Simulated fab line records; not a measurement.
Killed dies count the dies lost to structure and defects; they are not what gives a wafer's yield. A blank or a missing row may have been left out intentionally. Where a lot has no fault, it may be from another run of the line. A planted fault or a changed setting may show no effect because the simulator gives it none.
fab line records	flow n5Finfet
[record] lots = 7	wafers = 21
route steps=1938 shown DUMMY_GATE@224 SD_EPI_N@279 SDB@368 HKMG_FIN@392 GATE_CUT@510 MOL_CONTACT_COAG@537 BEOL_M0_SAQP@634 BEOL_M0_CUTY@705 BEOL_M0@715 BEOL_M1@800 BEOL_M3@937
startH: start of the lot's first displayed wafer, in hours after the record's first day	waitH: time in hours since the lot's previous step	" identical to the entry in the row above	L1.1+2: one row covering several wafers at once	- either no value or no given start	* or withheld: withheld	< > ~ a bound
route shown NAME@n: a module of which the file shows steps, and the number in the route of the first	usual: mean and standard deviation over wafers with no fault	same: alike in all rows	chamber/n: place in a boat	sites: readings site by site	_std_site: the values' standard deviation	_edge_site: the outer-site mean with the inner-site mean subtracted	radiusMm: for every site, how far away it sits from the centre of the wafer	mask NAME#n: copy n	behind: the last tool/chamber to shape the wafer	hold: reason for holding the lot/hours on hold/outcome of the hold	device: whichever transistor did not switch (one of n, p or np)	end of line: the tests these same wafers got at the end of their route	for a step that has no rows: nothing shown but its recipe	killed: at the first sort, the dies lost to defects and structure; wafer yield is something else	map: a wafer's dies, marking killed ones x, the rest . and places with no die _
set.NAME: setting as actually run; set.NAME@STEP: the setting as run at that earlier step	model.NAME: the simulator's own value behind a step, which no gauge read
lots run with intentionally changed settings; tables by step, rows by wafer
[[steps]]
[step N5_DUMMY_GATE_COAT_28]
[recipe] resist = underlayer	tempC = 205	timeS = 60	spinRpm = 1500	resistThkNm = 10
lot.wafer	tool	chamber	startH	waitH	set.spinRpm	model.underlayer_of_DUMMY_GATE_COAT_28.thkNm
L076.2+4+5	lithoTrack-03	0	-	-	1500	10
L078.2+3+4	lithoTrack-04	0	-	-	1500	10
L079.4+5+6	lithoTrack-02	0	-	-	1500	10
L081.1	lithoTrack-02	0	-	-	1415	10.4
L081.2+6	"	0	"	"	1500	10
L083.3	lithoTrack-04	0	-	-	1500	10
L083.4+5	"	0	"	"	1630	9.6
L084.2+3+6	lithoTrack-04	0	-	-	1500	10
L096.2+4+5	lithoTrack-03	0	-	-	1500	10
[step N5_SD_EPI_N_ETCH_16]
[recipe] chemistry = CHF3/O2	target = SiO2	targetDepthA = 50	maskMaterial = SOC	pressureMtorr = 30	sourceW = 650	biasW = 170	Ar_flow_sccm = 200	CHF3_flow_sccm = 50	O2_flow_sccm = 5	ionEnergyEv = 200
lot.wafer	tool	chamber	startH	waitH	set.targetDepthA	model.etch.depthNm
L076.2	rieDiel-06	2	61.50	0.1	50	4.904
L076.4	"	1	"	"	47.77	4.76
L076.5	"	2	"	"	50	4.93
L078.2	rieDiel-04	0	76.43	0.1	50	5.016
L078.3	"	3	"	"	48.42	4.804
L078.4	"	2	"	"	50	4.972
L079.4	rieDiel-06	1	81.32	0.1	50	4.954
L079.5	"	0	"	"	50	5.038
L079.6	"	1	"	"	50	4.968
L081.1	rieDiel-06	2	91.37	0.1	50	4.932
L081.2	"	3	"	"	50	5.035
L081.6	"	1	"	"	54.73	5.388
L083.3	rieDiel-04	3	109.58	0.1	50	5.023
L083.4	"	1	"	"	50	5.021
L083.5	"	2	"	"	50	4.938
L084.2	rieDiel-04	0	114.33	0.1	50	5.007
L084.3	"	2	"	"	50	5.006
L084.6	"	3	"	"	50	5.114
L096.2	rieDiel-04	3	182.34	0.1	52.2	5.28
L096.4	"	1	"	"	52.2	5.166
L096.5	"	1	"	"	50	4.973
[step N5_SDB_ETCH_25]
[recipe] chemistry = C4F6/O2	target = SiO2	targetDepthA = 100	timeS = 3.3	ionEnergyEv = 250	maskMaterial = SiNx	pressureMtorr = 30	sourceW = 345	biasW = 185	Ar_flow_sccm = 300	C4F6_flow_sccm = 10	O2_flow_sccm = 10
lot.wafer	tool	chamber	startH	waitH	set.timeS	model.etch.depthNm
L076.2	rieDiel-06	3	82.28	0.6	3.3	10.04
L076.4	"	0	"	"	3.3	10
L076.5	"	0	"	"	3.3	10.07
L078.2	rieDiel-06	2	93.91	0.2	3.3	9.724
L078.3	"	3	"	"	3.3	10.02
L078.4	"	0	"	"	3.3	10.04
L079.4	rieDiel-04	2	98.08	0.1	3.3	10
L079.5	"	1	"	"	3.3	10.17
L079.6	"	0	"	"	3.636	11.12
L081.1	rieDiel-06	3	107.28	0.0	3.3	10.03
L081.2	"	1	"	"	3.3	9.903
L081.6	"	2	"	"	3.3	9.746
L083.3	rieDiel-05	1	127.27	0.2	3.3	9.979
L083.4	"	3	"	"	3.838	11.53
L083.5	"	1	"	"	3.3	10.1
L084.2	rieDiel-04	1	130.33	0.0	3.3	10.07
L084.3	"	2	"	"	3.3	9.959
L084.6	"	1	"	"	3.3	10.06
L096.2	rieDiel-04	2	201.22	0.0	3.937	11.99
L096.4	"	0	"	"	3.937	11.85
L096.5	"	3	"	"	3.3	10.1
[step N5_HKMG_FIN_COAT_43]
[recipe] resist = CAR-ArF	spinRpm = 1500	resistThkNm = 90
lot.wafer	tool	chamber	startH	waitH	set.spinRpm	model.CAR-ArF_of_HKMG_FIN_COAT_43.thkNm
L076.2	lithoTrack-05	0	-	-	1500	90.2
L076.4	"	0	"	"	1500	90
L076.5	"	0	"	"	1388	94
L078.2+3	lithoTrack-05	0	-	-	1500	90.2
L078.4	"	0	"	"	1500	90
L079.4	lithoTrack-05	0	-	-	1500	90
L079.5+6	"	0	"	"	1500	89.8
L081.1	lithoTrack-05	0	-	-	1500	89.8
L081.2+6	"	0	"	"	1500	90
L083.3	lithoTrack-01	0	-	-	1500	90.4
L083.4	"	0	"	"	1381	93.8
L083.5	"	0	"	"	1500	89.8
L084.2+3	lithoTrack-05	0	-	-	1500	90.4
L084.6	"	0	"	"	1500	90.2
L096.2	lithoTrack-05	0	-	-	1500	90.2
L096.4+5	"	0	"	"	1500	90
[step N5_HKMG_FIN_ETCH_55]
[recipe] chemistry = N2/H2	target = SOC	targetDepthA = 2400	tempC = 40	timeS = 300	ionEnergyEv = 200	maskMaterial = SiARC	pressureMtorr = 30	sourceW = 840	biasW = 150	n2FlowSccm = 200	h2FlowSccm = 200
[usual] rfVppV = 523.6/2.6
lot.wafer	tool	chamber	startH	waitH	set.biasW	rfVppV	model.etch.depthNm	model.HKMG_FIN.featureDepthNm	model.SiARC_of_HKMG_FIN_COAT_42.thkNm
L076.2	rieDiel-06	2	89.35	0.0	150	522.6	235.3	235.4	21.6
L076.4	"	3	"	"	150	523.9	240.3	240.2	21.2
L076.5	"	1	"	"	150	520.9	238.6	238.6	21.2
L078.2	rieDiel-04	0	98.97	0.0	150	520.8	240.3	240.4	21
L078.3	"	2	"	"	150	524.0	238.4	238.4	21
L078.4	"	1	"	"	150	528.4	243.2	243.2	21
L079.4	rieDiel-05	0	103.51	0.0	150	522.2	233.3	233.2	21.8
L079.5	"	3	"	"	150	524.5	236.9	237	21.2
L079.6	"	0	"	"	150	523.9	232.2	232.2	21.8
L081.1	rieDiel-06	3	113.04	0.0	165.7	556.3	253.2	253.2	19.6
L081.2	"	2	"	"	150	523.3	233	233	21.8
L081.6	"	0	"	"	165.7	561.3	256.1	256.2	19.2
L083.3	rieDiel-04	0	132.45	0.0	150	519.8	239.4	239.4	21.2
L083.4	"	1	"	"	150	527.5	243.1	243.2	21
L083.5	"	1	"	"	150	526.7	242.6	242.6	21
L084.2	rieDiel-06	1	135.46	0.0	150	521.8	236.3	236.2	21.4
L084.3	"	3	"	"	150	522.6	241.2	241.2	21.2
L084.6	"	2	"	"	150	523.1	235	235	21.6
L096.2	rieDiel-04	1	206.35	0.0	150	527.4	242.1	242.2	21
L096.4	"	3	"	"	158.4	546.0	247.4	247.4	20.2
L096.5	"	0	"	"	150	520.2	240.6	240.6	21
[step N5_GATE_CUT_ALD_22]
[recipe] material = SiNx	targetThkA = 160	tempC = 400	aldPrecursorFamily = SiH2I2	aldCoReactant = N2/H2-plasma	pulseTimeS = 1	aldCycles = 320	purgeTimeS = 2	coReactantPurgeTimeS = 2	pressureTorr = 2
lot.wafer	tool	chamber	startH	waitH	set.aldCycles	model.SiNx_of_GATE_CUT_ALD_22.thkNm
L076.2	aldSin-01	0	102.93	1.1	320	16
L076.4	"	2	"	"	341	17.2
L076.5	"	0	"	"	341	17
L078.2	aldSin-01	0	112.55	0.0	306	15.2
L078.3+4	"	3,1	"	"	320	16
L079.4	aldSin-02	1	116.06	0.0	293	14.8
L079.5	"	0	"	"	320	16
L079.6	"	3	"	"	293	14.6
L081.1	aldSin-01	1	125.24	0.0	285	14.2
L081.2+6	"	0	"	"	320	16
L083.3	aldSin-02	1	145.20	0.0	320	16
L083.4	"	3	"	"	320	15.8
L083.5	"	0	"	"	355	17.8
L084.2+3+6	aldSin-04	1,0,1	148.58	0.0	320	16
L096.2	aldSin-02	2	219.23	0.2	320	16.2
L096.4+5	"	2,1	"	"	302	15.2
[step N5_GATE_CUT_CMP_23]
[recipe] stopOn = SiO2	tOverpolishS = 23.4	postCmpClean = alkalineBrush	downForcePsi = 2.5	platenRpm = 51.8	padVelocityMS = 1.0307	targetThkNm = 16
lot.wafer	tool	chamber	startH	waitH	set.downForcePsi	set.aldCycles@GATE_CUT_ALD_22	model.SiNx_of_GATE_CUT_ALD_22.thkNm
L076.2	cmp-04	2	104.43	0.8	2.946	320	15.6
L076.4	"	0	"	"	2.5	341	15.4
L076.5	"	2	"	"	2.946	341	16.8
L078.2	cmp-02	1	114.04	0.8	2.662	306	15.2
L078.4+3	"	3,0	"	"	2.5	320	16
L079.4	cmp-04	1	117.64	0.8	2.5	293	14.8
L079.6	"	0	"	"	2.5	293	14.6
L079.5	"	1	"	"	2.863	320	15.6
L081.2+6	cmp-01	1,0	126.77	0.8	2.214	320	16
L081.1	"	3	"	"	2.5	285	14.2
L083.4	cmp-01	1	146.74	0.8	2.5	320	15.8
L083.3	"	3	"	"	2.107	320	16
L083.5	"	1	"	"	2.5	355	17
L084.2+3+6	cmp-01	0,3,1	150.09	0.8	2.5	320	16
L096.4	cmp-02	3	220.75	0.1	3.043	302	14.8
L096.2	"	0	"	"	3.043	320	15.6
L096.5	"	2	"	"	2.5	302	15.2
[step N5_MOL_CONTACT_COAG_ETCH_15]
[recipe] chemistry = CH3F/O2	target = SiNx	targetDepthA = 70	maskMaterial = SOC	stopOn = Si:P	overEtchFrac = 0.75	ionEnergyEv = 120	pressureMtorr = 30	sourceW = 395	biasW = 73	Ar_flow_sccm = 150	CH3F_flow_sccm = 30	O2_flow_sccm = 20
[usual] rfVppV = 297/3
lot.wafer	tool	chamber	startH	waitH	set.sourceW	rfVppV
L076.2	rieDiel-06	3	106.27	0.0	337	318
L076.4	"	3	"	"	337	319
L076.5	"	2	"	"	395	297
L078.2	rieDiel-06	0	115.72	0.0	340.6	323
L078.3	"	3	"	"	395	296
L078.4	"	1	"	"	340.6	317
L079.4	rieDiel-05	1	127.16	0.0	435.1	283
L079.5	"	2	"	"	395	298
L079.6	"	3	"	"	435.1	288
L081.1	rieDiel-05	1	128.48	0.0	460	278
L081.2	"	2	"	"	460	279
L081.6	"	2	"	"	395	300
L083.3	rieDiel-06	0	148.68	0.0	395	301
L083.4	"	1	"	"	395	296
L083.5	"	0	"	"	417	293
L084.2	rieDiel-05	1	155.36	0.0	395	297
L084.3	"	3	"	"	395	300
L084.6	"	1	"	"	395	298
L096.2	rieDiel-05	0	222.51	0.0	395	290
L096.4	"	1	"	"	395	297
L096.5	"	3	"	"	395	300
[step N5_MOL_CONTACT_COAG_VIA_ETCH_46]
[recipe] chemistry = C4F6/O2	targetDepthA = 460	overetchA = 92	maskMaterial = SOC	target = SiO2	biasW = 455	pressureMtorr = 10	timeS = 40	sourceW = 325	Ar_flow_sccm = 300	C4F6_flow_sccm = 10	O2_flow_sccm = 10	ionEnergyEv = 575.3	ends = endPoint
[usual] rfVppV = 1585/13
lot.wafer	tool	chamber	startH	waitH	set.biasW	rfVppV
L076.2	rieDiel-04	3	117.25	0.0	455	1586
L076.4	"	0	"	"	387.4	1397
L076.5	"	3	"	"	387.4	1405
L078.2	rieDiel-04	3	127.39	0.0	455	1587
L078.3	"	1	"	"	455	1603
L078.4	"	3	"	"	455	1586
L079.4	rieDiel-06	0	138.22	0.0	455	1609
L079.5	"	0	"	"	482.4	1681
L079.6	"	1	"	"	482.4	1650
L081.1	rieDiel-04	0	140.93	0.0	455	1575
L081.2	"	2	"	"	393.1	1420
L081.6	"	2	"	"	455	1585
L083.3	rieDiel-05	0	157.59	0.0	455	1555
L083.4	"	2	"	"	455	1598
L083.5	"	2	"	"	455	1597
L084.2	rieDiel-04	0	163.80	0.0	455	1575
L084.3	"	3	"	"	455	1584
L084.6	"	3	"	"	455	1587
L096.2	rieDiel-06	1	232.30	0.0	455	1581
L096.4	"	2	"	"	455	1574
L096.5	"	1	"	"	455	1579
[step N5_BEOL_M0_SAQP_HM_DEP_02]
[recipe] material = TiN	targetThkA = 120	tempC = 25	chamberPressurePa = 0.49996
lot.wafer	tool	chamber	startH	waitH	set.targetThkA	model.TiN_of_BEOL_M0_SAQP_HM_DEP_02.thkNm
L076.2+4	pvdSputter-02	-	125.44	2.1	120	12
L076.5	"	-	"	"	120	11.8
L078.2	pvdSputter-02	-	133.34	0.0	135.3	13.8
L078.3	"	-	"	"	120	12
L078.4	"	-	"	"	120	12.2
L079.4+6	pvdSputter-03	-	144.77	0.5	133.9	13.4
L079.5	"	-	"	"	120	12
L081.1	pvdSputter-03	-	148.18	0.8	120	12.4
L081.2	"	-	"	"	120	12.2
L081.6	"	-	"	"	114.2	11.6
L083.3	pvdSputter-01	-	164.09	0.0	120	11.6
L083.4+5	"	-	"	"	120	11.8
L084.2+3	pvdSputter-01	-	170.63	0.2	120	11.8
L084.6	"	-	"	"	120	11.6
L096.2	pvdSputter-03	-	239.09	1.0	125.5	12.6
L096.4	"	-	"	"	120	12
L096.5	"	-	"	"	125.5	12.8
[step N5_BEOL_M0_CUTY_EXPOSE_54]
[recipe] maskId = M0_ABLK	na = 1.35	sourceShape = conventional	sigmaOuter = 0.8	polarization = unpolarized	doseMj = 36
lot.wafer	tool	chamber	startH	waitH	mask	set.doseMj
L076.2+5	arfiScanner-03	0	131.54	-	M0_ABLK#0	38.23
L076.4	"	0	"	"	M0_ABLK#0	36
L078.2+3+4	arfiScanner-01	0	139.58	-	M0_ABLK#0	33.86
L079.4+5+6	arfiScanner-03	0	153.62	-	M0_ABLK#0	34.62
L081.1+2	arfiScanner-01	0	155.45	-	M0_ABLK#0	36
L081.6	"	0	"	"	M0_ABLK#0	37.68
L083.3+4+5	arfiScanner-02	0	170.19	-	M0_ABLK#0	36
L084.2+3+6	arfiScanner-01	0	177.18	-	M0_ABLK#0	36
L096.2	arfiScanner-02	0	247.17	-	M0_ABLK#0	36
L096.4+5	"	0	"	"	M0_ABLK#0	33.89
[step N5_BEOL_M0_CUTY_PEB_55]
[recipe] pebTempC = 110	pebTimeS = 60	resist = CAR-ArF-block
[step N5_BEOL_M0_CUTY_DEVELOP_56]
[recipe] developTimeS = 30	developer = TMAH	resist = CAR-ArF-block	rinseLiquid = diw	dry = airSpin	devTempC = 23
[step N5_BEOL_M0_CUTY_CD_MEAS_57]
[recipe] targetCdNm = 200	landingEnergyEv = 500	detector = seInlens	polarity = line
[usual] cdNm = 200.0/0.85
lot.wafer	tool	chamber	startH	waitH	set.doseMj@BEOL_M0_CUTY_EXPOSE_54	cdNm
L076.2	cdSem-03	0	131.66	-	38.23	197.0
L076.4	"	0	"	"	36	200.9
L076.5	"	0	"	"	38.23	196.9
L078.2	cdSem-03	0	139.70	-	33.86	204.2
L078.3	"	0	"	"	33.86	203.0
L078.4	"	0	"	"	33.86	203.6
L079.4	cdSem-01	0	153.73	-	34.62	202.8
L079.5	"	0	"	"	34.62	204.1
L079.6	"	0	"	"	34.62	203.2
L081.1	cdSem-01	0	155.57	-	36	201.2
L081.2	"	0	"	"	36	201.6
L081.6	"	0	"	"	37.68	197.7
L083.3	cdSem-03	0	170.31	-	36	198.6
L083.4	"	0	"	"	36	198.4
L083.5	"	0	"	"	36	198.1
L084.2	cdSem-01	0	177.31	-	36	200.6
L084.3	"	0	"	"	36	201.3
L084.6	"	0	"	"	36	201.2
L096.2	cdSem-03	0	247.29	-	36	199.0
L096.4	"	0	"	"	33.89	203.0
L096.5	"	0	"	"	33.89	203.1
[step N5_BEOL_M0_ETCH_138]
[recipe] chemistry = CH3F/O2	targetDepthA = 120	target = SiCN	timeS = 31.6	ionEnergyEv = 120	pressureMtorr = 30	sourceW = 395	biasW = 75	Ar_flow_sccm = 150	CH3F_flow_sccm = 30	O2_flow_sccm = 20	ends = cleared
[usual] rfVppV = 297.2/1.7
lot.wafer	tool	chamber	startH	waitH	set.sourceW	rfVppV
L076.2	rieDiel-06	1	131.99	0.0	463.9	280.1
L076.4	"	2	"	"	463.9	281.8
L076.5	"	2	"	"	463.9	280.7
L078.2	rieDiel-05	0	140.19	0.0	395	297.2
L078.3	"	3	"	"	395	298.0
L078.4	"	0	"	"	395	296.4
L079.4	rieDiel-06	1	154.02	0.0	395	294.1
L079.5	"	0	"	"	395	300.1
L079.6	"	3	"	"	437.1	287.6
L081.1	rieDiel-05	1	155.87	0.0	395	296.2
L081.2	"	0	"	"	452.4	284.5
L081.6	"	1	"	"	395	296.4
L083.3	rieDiel-04	0	170.98	0.0	395	295.5
L083.4	"	3	"	"	395	298.8
L083.5	"	1	"	"	457.4	284.2
L084.2	rieDiel-06	1	177.80	0.0	395	295.9
L084.3	"	3	"	"	395	296.1
L084.6	"	3	"	"	395	296.4
L096.2	rieDiel-04	3	247.59	0.0	430.7	290.8
L096.4	"	1	"	"	395	299.8
L096.5	"	3	"	"	430.7	288.4
[step N5_BEOL_M1_TRENCH_ETCH_37]
[recipe] chemistry = C4F6/O2	targetDepthA = 552.07	target = SiOC	timeS = 29	ionEnergyEv = 250	pressureMtorr = 30	sourceW = 355	biasW = 185	Ar_flow_sccm = 300	C4F6_flow_sccm = 10	O2_flow_sccm = 10
lot.wafer	tool	chamber	startH	waitH	set.timeS	model.BEOL_M1.featureDepthNm	model.etch.depthNm
L076.2	rieDiel-02	2	-	-	24.32	45.8	45.76
L076.4	"	3	"	"	29	56	56.06
L076.5	"	3	"	"	24.32	47	47.02
L078.2	rieDiel-02	2	-	-	29	55.4	55.42
L078.3	"	1	"	"	29	56.6	56.65
L078.4	"	0	"	"	29	55	54.95
L079.4	rieDiel-03	3	-	-	29	55.8	55.78
L079.5	"	3	"	"	29	55.6	55.67
L079.6	"	0	"	"	29	55.2	55.27
L081.1	rieDiel-02	3	-	-	29	55.8	55.71
L081.2	"	2	"	"	29	54	54.08
L081.6	"	2	"	"	29	54.2	54.17
L083.3	rieDiel-03	1	-	-	29	53.8	53.9
L083.4	"	3	"	"	25.52	48.8	48.86
L083.5	"	2	"	"	29	54.6	54.67
L084.2	rieDiel-01	0	-	-	29	55.2	55.3
L084.3	"	1	"	"	29	56.6	56.63
L084.6	"	0	"	"	29	55.4	55.47
L096.2	rieDiel-02	0	-	-	23.65	43.8	43.84
L096.4	"	3	"	"	23.65	45	45.09
L096.5	"	3	"	"	29	55	54.99
[step N5_BEOL_M1_ETCH_41]
[recipe] chemistry = CH3F/O2	target = SiCN	targetDepthA = 319	taperDeg = 2	timeS = 57.8	ionEnergyEv = 120	maskMaterial = TiN	pressureMtorr = 30	sourceW = 395	biasW = 75	Ar_flow_sccm = 150	CH3F_flow_sccm = 30	O2_flow_sccm = 20
[step N5_BEOL_M1_STRIP_97]
[recipe] chemistry = N2/H2	timeS = 10	powerW = 450	tempC = 40	pressureMtorr = 20	rfFrequencyHz = 6e+07	biasPowerW = 7	n2FlowSccm = 200	h2FlowSccm = 200
[step N5_BEOL_M1_OCD_MEAS_38]
[usual] trenchDepthNm = 54.9/0.88
lot.wafer	tool	chamber	startH	waitH	set.timeS@BEOL_M1_TRENCH_ETCH_37	trenchDepthNm
L076.2	ocd-01	-	144.32	-	24.32	45.5
L076.4	"	-	"	"	29	55.9
L076.5	"	-	"	"	24.32	46.9
L078.2	ocd-01	-	159.79	-	29	55.5
L078.3	"	-	"	"	29	56.7
L078.4	"	-	"	"	29	54.7
L079.4	ocd-02	-	163.42	-	29	55.7
L079.5	"	-	"	"	29	55.5
L079.6	"	-	"	"	29	55.3
L081.1	ocd-02	-	170.35	-	29	55.8
L081.2	"	-	"	"	29	53.6
L081.6	"	-	"	"	29	54.0
L083.3	ocd-02	-	184.19	-	29	54.3
L083.4	"	-	"	"	25.52	48.7
L083.5	"	-	"	"	29	54.8
L084.2	ocd-02	-	189.58	-	29	55.5
L084.3	"	-	"	"	29	56.8
L084.6	"	-	"	"	29	55.3
L096.2	ocd-02	-	258.16	-	23.65	44.0
L096.4	"	-	"	"	23.65	45.0
L096.5	"	-	"	"	29	55.2
[step N5_BEOL_M1_CMP_52]
[recipe] stopOn = SiOC	tOverpolishS = 6.8	downForcePsi = 1	platenRpm = 50	clearingPlatenDownForcePsi = 1.5	clearingPlatenRpm = 50	postCmpClean = cuAlkaline	targetThkNm = 40	clearingPlatenPadVelocityMS = 0.99484	padVelocityMS = 0.99484
[usual] barrierFieldEndpointS = 24.8/0.51
lot.wafer	tool	chamber	startH	waitH	set.downForcePsi	barrierFieldEndpointS
L076.4	cmp-01	3	147.70	0.1	1	25.0
L076.2	"	1	"	"	1	24.9
L076.5	"	3	"	"	1.141	21.9
L078.4	cmp-04	3	163.94	0.1	1.094	22.9
L078.3	"	0	"	"	1	24.5
L078.2	"	2	"	"	1.094	22.9
L079.4	cmp-04	3	167.73	0.2	1	25.5
L079.5	"	1	"	"	1	25.3
L079.6	"	2	"	"	1	26.1
L081.2	cmp-01	1	175.17	0.3	1	25.8
L081.1	"	2	"	"	1.213	20.8
L081.6	"	0	"	"	1	25.0
L083.4	cmp-04	2	188.17	0.2	1	25.1
L083.3	"	3	"	"	1	24.8
L083.5	"	1	"	"	1	24.8
L084.3	cmp-04	1	194.71	0.2	1	23.9
L084.2	"	3	"	"	1	24.5
L084.6	"	0	"	"	1	24.6
L096.4	cmp-03	0	262.77	0.2	0.9176	27.6
L096.2	"	2	"	"	0.9176	28.0
L096.5	"	3	"	"	0.9176	27.0
[step N5_BEOL_M3_COAT_73]
[recipe] resist = underlayer	tempC = 205	timeS = 60	spinRpm = 1500	resistThkNm = 5
lot.wafer	tool	chamber	startH	waitH	set.spinRpm
L076.2+5	lithoTrack-02	0	-	-	1500
L076.4	"	0	"	"	1364
L078.2+3+4	lithoTrack-05	0	-	-	1500
L079.4+5	lithoTrack-05	0	-	-	1500
L079.6	"	0	"	"	1428
L081.1+2+6	lithoTrack-05	0	-	-	1500
L083.3+5	lithoTrack-02	0	-	-	1500
L083.4	"	0	"	"	1446
L084.2+3+6	lithoTrack-01	0	-	-	1500
L096.2+4	lithoTrack-05	0	-	-	1395
L096.5	"	0	"	"	1500
[[key]]
[split] step = N5_DUMMY_GATE_COAT_28	setting = spinRpm	stated = 1500	by = wafer
[response] step = N5_DUMMY_GATE_COAT_28	reading = model.underlayer_of_DUMMY_GATE_COAT_28.thkNm	change = -0.0535	per = 1%	r = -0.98
[split] step = N5_SD_EPI_N_ETCH_16	setting = targetDepthA	stated = 50	by = wafer
[response] step = N5_SD_EPI_N_ETCH_16	reading = model.etch.depthNm	change = +0.0449	per = 1%	r = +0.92
[split] step = N5_SDB_ETCH_25	setting = timeS	stated = 3.3	by = wafer
[response] step = N5_SDB_ETCH_25	reading = model.etch.depthNm	change = +0.0941	per = 1%	r = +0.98
[split] step = N5_HKMG_FIN_COAT_43	setting = spinRpm	stated = 1500	by = wafer
[response] step = N5_HKMG_FIN_COAT_43	reading = model.CAR-ArF_of_HKMG_FIN_COAT_43.thkNm	change = -0.493	per = 1%	r = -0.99
[split] step = N5_HKMG_FIN_ETCH_55	setting = biasW	stated = 150	by = wafer
[response] step = N5_HKMG_FIN_ETCH_55	reading = rfVppV	change = +3.52	per = 1%	r = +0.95
[response] step = N5_HKMG_FIN_ETCH_55	reading = model.etch.depthNm	change = +1.85	per = 1%	r = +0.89
[response] step = N5_HKMG_FIN_ETCH_55	reading = model.HKMG_FIN.featureDepthNm	change = +1.85	per = 1%	r = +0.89
[response] step = N5_HKMG_FIN_ETCH_55	reading = model.SiARC_of_HKMG_FIN_COAT_42.thkNm	change = -0.21	per = 1%	r = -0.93
[split] step = N5_GATE_CUT_ALD_22	setting = aldCycles	stated = 320	by = wafer
[response] step = N5_GATE_CUT_ALD_22	reading = model.SiNx_of_GATE_CUT_ALD_22.thkNm	change = +0.168	per = 1%	r = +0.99
[response] step = N5_GATE_CUT_CMP_23	reading = model.SiNx_of_GATE_CUT_ALD_22.thkNm	change = +0.122	per = 1%	r = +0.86
[split] step = N5_GATE_CUT_CMP_23	setting = downForcePsi	stated = 2.5	by = wafer
response none clear
[split] step = N5_MOL_CONTACT_COAG_ETCH_15	setting = sourceW	stated = 395	by = wafer
[response] step = N5_MOL_CONTACT_COAG_ETCH_15	reading = rfVppV	change = -1.45	per = 1%	r = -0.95
[split] step = N5_MOL_CONTACT_COAG_VIA_ETCH_46	setting = biasW	stated = 455	by = wafer
[response] step = N5_MOL_CONTACT_COAG_VIA_ETCH_46	reading = rfVppV	change = +11.9	per = 1%	r = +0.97
[split] step = N5_BEOL_M0_SAQP_HM_DEP_02	setting = targetThkA	stated = 120	by = wafer
[response] step = N5_BEOL_M0_SAQP_HM_DEP_02	reading = model.TiN_of_BEOL_M0_SAQP_HM_DEP_02.thkNm	change = +0.13	per = 1%	r = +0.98
[split] step = N5_BEOL_M0_CUTY_EXPOSE_54	setting = doseMj	stated = 36	by = wafer
[response] step = N5_BEOL_M0_CUTY_CD_MEAS_57	reading = cdNm	change = -0.693	per = 1%	r = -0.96
[split] step = N5_BEOL_M0_ETCH_138	setting = sourceW	stated = 395	by = wafer
[response] step = N5_BEOL_M0_ETCH_138	reading = rfVppV	change = -0.87	per = 1%	r = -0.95
[split] step = N5_BEOL_M1_TRENCH_ETCH_37	setting = timeS	stated = 29	by = wafer
[response] step = N5_BEOL_M1_TRENCH_ETCH_37	reading = model.BEOL_M1.featureDepthNm	change = +0.558	per = 1%	r = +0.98
[response] step = N5_BEOL_M1_TRENCH_ETCH_37	reading = model.etch.depthNm	change = +0.558	per = 1%	r = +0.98
[response] step = N5_BEOL_M1_OCD_MEAS_38	reading = trenchDepthNm	change = +0.571	per = 1%	r = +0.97
[split] step = N5_BEOL_M1_CMP_52	setting = downForcePsi	stated = 1	by = wafer
[response] step = N5_BEOL_M1_CMP_52	reading = barrierFieldEndpointS	change = -0.212	per = 1%	r = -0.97
[split] step = N5_BEOL_M3_COAT_73	setting = spinRpm	stated = 1500	by = wafer
response none in this file
